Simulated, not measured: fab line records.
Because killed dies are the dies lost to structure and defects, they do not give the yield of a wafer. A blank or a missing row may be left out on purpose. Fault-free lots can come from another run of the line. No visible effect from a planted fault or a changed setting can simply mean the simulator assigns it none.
A lot that was struck, set against a sound lot ; flow nand harc ; 30 steps out of a route of 1302
Sound: wafers L398.2, L398.4, L398.6. Struck: wafers L388.3, L388.4, L388.6. The cause is given at the end.
Each step with rows lists, per side, the tool, then ch with its chambers, then its first start. Under that, the readings that differ: sound wafers ; struck wafers ; difference of the means ; sigmas: that difference in standard deviations of wafers without a fault.
alike: readings whose means differ by less than 2 such deviations, and words and numbers that are the same on both sides. not compared: withheld readings, readings that some wafer has no value for, bounds like >300 that may hide the same value, and numbers for which the record gives no deviation and whose values overlap.
The two part at a step that has a row with sigmas, a row that says differs or no value, or rows on one side only. Numbers that don't overlap but have no deviation are shown without sigmas and don't part them. A reading missing from all wafers of one side parts the sides only when that side holds two or more wafers.

first, 2 steps without rows for these wafers: NHARC_A_WL_FILL_ALD_10 (deposits SiO2, target thk 50 nm, pulse time 10 s, ald cycles 500); NHARC_A_WL_FILL_ETCHBACK_16 (etches the open film in C4F8/O2/Ar, target depth 120 nm, time 24 s).
NHARC_A_WL_FILL_STRIP_29: strips in O2, time 20 s.
  sound on rie diel-09 ch 1,3, day 27 22:43; struck on rie diel-11 ch 2,3, day 23 21:04
  alike: chamber pressure mTorr, drypump motor current A, oes product au, rf vpp V, showerhead plenum p Torr, throttle valve pct
  not compared: rf hours counter h
then, 7 steps without rows for these wafers: NHARC_A_WL_FILL_ETCHBACK_17 (etches the open film in Cl2/BCl3, target depth 4 nm, time 26.7 s); NHARC_A_WL_FILL_PRECLEAN_18 (cleans in dHF, time 30 s); NHARC_A_WL_FILL_SRD_21; NHARC_A_WL_FILL_CVD_23 (deposits poly-Si, target thk 40 nm, time 800 s); NHARC_A_WL_FILL_ETCHBACK_26 (etches the open film in HBr, target depth 52 nm, time 13.3 s); NHARC_A_WL_FILL_PRECLEAN_30 (cleans in dHF, time 10 s); NHARC_A_WL_FILL_SRD_14.
NHARC_A_WL_FILL_ALD_19: deposits TiN, target thk 2 nm, pulse time 3 s, ald cycles 100.
  sound on ald metal-02 ch 0,1,3, day 28 04:20; struck on ald metal-02 ch 0,3, day 24 02:37
  alike: heater power w, precursor pulse height rel, susceptor temp C
NHARC_A_WL_FILL_CVD_20: deposits W, target thk 100 nm, time 74 s.
  sound: cvd w-01 ch 0,1; struck: cvd w-02 ch 0,1
reading;sound;struck;difference;sigmas
susceptor temp C (C);400.29 400.13 399.88;- - -;no value on the struck wafers;
  alike: chamber pressure Torr, heater power w, throttle valve pct
NHARC_A_WL_FILL_CMP_12: polishes, t overpolish 30 s, target thk 100 nm.
  sound on cmp-02 ch 0,2,3, day 28 04:44; struck on cmp-04 ch 1,2,3, day 24 03:22
  no value came back on the struck wafers for edge zone pressure frac, motor current A (A), overpolish run s (s), time to endpoint s (s); on the sound wafers edge zone pressure frac reads 0.998 0.997 1.003
after that, 1 step had no rows for these wafers: NHARC_A_WL_FILL_SRD_31.
NHARC_A_WL_FILL_INSPECT_15:
  sound: defect inspect-01 at day 28 05:11; struck: defect inspect-02 at day 24 04:00
reading;sound;struck;difference;sigmas
raw defect count;929 863 564;2540 2673 2546;+1801;+14
  not compared: hold
NHARC_A_CONTACT_DEP_24: deposits SiO2, target thk 500 nm.
  sound on pecvd-03 ch 1,2, day 28 05:15; struck on pecvd-02 ch 0,1, day 24 07:46
reading;sound;struck;difference;sigmas
hold;- - -;await dispo/3.5h/release await dispo/3.5h/release await dispo/3.5h/release;no value on the sound wafers;
chamber pressure Torr (Torr);6.463 6.465 6.499;6.518 6.514 6.523;+0.043;+3
  alike: heater power w, susceptor temp C, throttle valve pct
then, 1 step without rows for these wafers: NHARC_A_CONTACT_DEP_28 (deposits aC, target thk 7000 nm).
NHARC_A_CONTACT_DEP_29: deposits SiON, target thk 100 nm.
  sound on pecvd-03 ch 1,2, day 28 11:44; struck on pecvd-02 ch 0,1,2, day 24 12:53
reading;sound;struck;difference;sigmas
susceptor temp C (C);399.73 400.11 399.71;400.14 400.40 400.49;+0.49;+2
  alike: chamber pressure Torr, heater power w
then, 10 steps without rows for these wafers: NHARC_A_CONTACT_DEHYDRATE_32 (time 120 s); NHARC_A_CONTACT_HMDS_33 (time 30 s); NHARC_A_CONTACT_COAT_34 (time 75 s); NHARC_A_CONTACT_COAT_35 (time 65 s); NHARC_A_CONTACT_COAT_36 (resist thk 90 nm); NHARC_A_CONTACT_SOFTBAKE_37 (time 55 s); NHARC_A_CONTACT_EBR_38; NHARC_A_CONTACT_EXPOSE_39 (exposes mask A CC 3); NHARC_A_CONTACT_PEB_40 (peb time 65 s); NHARC_A_CONTACT_DEVELOP_41 (develop time 35 s).
NHARC_A_CONTACT_CD_MEAS_42 targets a cd of 300 nm.
  sound on cd sem-02 ch 0, day 28 12:17; struck on cd sem-03 ch 0, day 24 13:29
  alike: cd nm
NHARC_A_CONTACT_OVL_MEAS_43:
  sound: overlay-02 at day 28 12:22; struck: overlay-01 at day 24 13:34
reading;sound;struck;difference;sigmas
overlay x nm (nm);-1.2 -1.0 -1.4;1.3 1.2 0.6;+2.2;+3
  alike: overlay y nm

WHERE THEY PART
Last at NHARC_A_CONTACT_OVL_MEAS_43 as far as this record goes, first at NHARC_A_WL_FILL_CVD_20.

WHY: what had been put in by the simulator
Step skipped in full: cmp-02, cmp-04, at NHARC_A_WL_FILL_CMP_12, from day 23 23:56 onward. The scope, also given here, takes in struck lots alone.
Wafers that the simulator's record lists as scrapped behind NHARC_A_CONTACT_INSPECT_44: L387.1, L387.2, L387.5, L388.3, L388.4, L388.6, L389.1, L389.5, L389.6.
